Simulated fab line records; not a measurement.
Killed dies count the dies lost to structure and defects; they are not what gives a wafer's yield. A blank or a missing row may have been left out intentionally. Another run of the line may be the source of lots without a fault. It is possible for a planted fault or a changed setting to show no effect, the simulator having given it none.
Matching of chambers || flow nand_harc || ald_hk-03 running NHARC_A_CHANNEL_FILL_D1_ALD_02: 4 sister chambers
The step deposits SiO2, target thk 6 nm, pulse time 10 s, ald cycles 60. 4 wafers are shown with their chamber, then 8 later ones without.

## WAFERS WITH THEIR CHAMBER
{"wafer": "L091.1", "chamber": 1, "heater_power_w (W)": 499}
{"wafer": "L091.2", "chamber": 2, "heater_power_w (W)": 540}
{"wafer": "L091.3", "chamber": 3, "heater_power_w (W)": 401}
{"wafer": "L091.4", "chamber": 0, "heater_power_w (W)": 482}

## WAFERS WHOSE CHAMBER IS MISSING
{"wafer": "L091.5", "heater_power_w (W)": 467}
{"wafer": "L091.6", "heater_power_w (W)": 406}
{"wafer": "L093.1", "heater_power_w (W)": 404}
{"wafer": "L093.2", "heater_power_w (W)": 559}
{"wafer": "L093.3", "heater_power_w (W)": 495}
{"wafer": "L093.4", "heater_power_w (W)": 464}
{"wafer": "L093.5", "heater_power_w (W)": 570}
{"wafer": "L093.6", "heater_power_w (W)": 492}

## EACH ONE'S CHAMBER
{"wafer": "L091.5", "from the rows above": "can't be placed: 0 or 1", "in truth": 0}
{"wafer": "L091.6", "from the rows above": 3, "in truth": 3}
{"wafer": "L093.1", "from the rows above": 3, "in truth": 3}
{"wafer": "L093.2", "from the rows above": 2, "in truth": 2}
{"wafer": "L093.3", "from the rows above": "can't be placed: 1 or 0", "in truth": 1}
{"wafer": "L093.4", "from the rows above": "can't be placed: 0 or 1", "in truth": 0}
{"wafer": "L093.5", "from the rows above": 2, "in truth": 2}
{"wafer": "L093.6", "from the rows above": "can't be placed: 1 or 0", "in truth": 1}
Correctly placed: 4 of 8. From these rows, 4 cannot be placed; in 4 the true chamber is one of the candidates. 0 placed wrongly.
How it was worked out, from the rows above alone: a wafer's distance from a chamber is the root of the sum, over the readings, of the square of ((its reading less the chamber's mean) divided by the reading's scatter). The wafer belongs to the nearest chamber; if the next one is less than 2 further off, it can't be placed. For every chamber, the mean is computed from those of its wafers that are shown. The scatter: with one shown wafer a chamber, the root of the mean of the squares of how far each hidden wafer lies from its nearest shown one.
